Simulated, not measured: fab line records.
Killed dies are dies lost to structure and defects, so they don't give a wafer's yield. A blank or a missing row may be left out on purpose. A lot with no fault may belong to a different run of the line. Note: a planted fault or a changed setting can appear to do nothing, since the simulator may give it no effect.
Matching of chambers + flow n5 finfet + N5_BEOL_M7_STRIP_36 on rie diel-04 has 4 sister chambers
The step strips in N2/H2. 4 wafers are shown with their chamber, then 8 later ones without.

## WAFERS WITH THEIR CHAMBER
| wafer  | chamber | showerhead plenum p Torr (Torr) |
|--------|---------|---------------------------------|
| L084.3 | 1       | 2.46                            |
| L082.1 | 3       | 2.42                            |
| L082.5 | 2       | 2.63                            |
| L083.2 | 0       | 2.52                            |

## WAFERS WHOSE CHAMBER IS MISSING
| wafer  | showerhead plenum p Torr (Torr) |
|--------|---------------------------------|
| L083.5 | 2.52                            |
| L083.6 | 2.46                            |
| L091.1 | 2.41                            |
| L091.2 | 2.46                            |
| L091.3 | 2.51                            |
| L091.4 | 2.52                            |
| L091.5 | 2.46                            |
| L091.6 | 2.41                            |

## THE CHAMBER EACH PASSED THROUGH
| wafer  | from the rows above | in truth |
|--------|---------------------|----------|
| L083.5 | 0                   | 0        |
| L083.6 | 1                   | 1        |
| L091.1 | 3                   | 3        |
| L091.2 | 1                   | 1        |
| L091.3 | 0                   | 0        |
| L091.4 | 0                   | 0        |
| L091.5 | 1                   | 1        |
| L091.6 | 3                   | 3        |
Correctly placed: 8 of 8. From these rows, 0 cannot be placed. Wrongly placed: 0.
How it was worked out, from the rows above alone: a wafer's distance from a chamber is the root of the sum, over the readings, of the square of ((its reading less the chamber's mean) divided by the reading's scatter). If the next closest chamber is less than 2 further off than the closest, the wafer can't be placed; otherwise it belongs to the closest. Each chamber's mean is taken over the wafers shown for it. The scatter: root of mean squared gap, hidden wafer to nearest shown wafer, with one shown wafer a chamber.
